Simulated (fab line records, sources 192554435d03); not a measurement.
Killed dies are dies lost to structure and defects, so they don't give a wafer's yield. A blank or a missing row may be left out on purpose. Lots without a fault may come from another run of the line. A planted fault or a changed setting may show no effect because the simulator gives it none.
Chamber matching | flow n5_finfet | N5_FIN_CUT_STRIP_24 on rie_diel-03: 4 sister chambers
The step strips in CF4. 4 wafers are shown with their chamber, then 10 later ones without.

WAFERS WITH THEIR CHAMBER
wafer  | chamber | drypump_motor_current_A (A)
L087.1 | 3       | 6.6
L088.6 | 1       | 6.0
L089.1 | 2       | 5.8
L089.2 | 0       | 4.9

WAFERS WITHOUT THEIR CHAMBER
wafer  | drypump_motor_current_A (A)
L089.3 | 6.0
L089.4 | 6.1
L089.5 | 5.8
L089.6 | 4.9
L094.1 | 5.7
L094.2 | 4.9
L094.3 | 6.6
L094.4 | 4.9
L094.5 | 5.8
L094.6 | 6.7

WHICH CHAMBER EACH WENT THROUGH
wafer  | from the rows above | in truth
L089.3 | 1                   | 1
L089.4 | 1                   | 1
L089.5 | 2                   | 2
L089.6 | 0                   | 0
L094.1 | 2                   | 2
L094.2 | 0                   | 0
L094.3 | 3                   | 3
L094.4 | 0                   | 0
L094.5 | 2                   | 2
L094.6 | 3                   | 3
Placed correctly: 10 of 10. Can't be placed from these rows: 0. Placed wrongly: 0.
How it was worked out, from the rows above alone: a wafer's distance from a chamber is the root of the sum, over the readings, of the square of ((its reading less the chamber's mean) divided by the reading's scatter). The wafer belongs to the nearest chamber; if the next one is less than 2 further off, it can't be placed. A chamber's mean is the mean of its shown wafers. The scatter: with one shown wafer a chamber, the root of the mean of the squares of how far each hidden wafer lies from its nearest shown one.
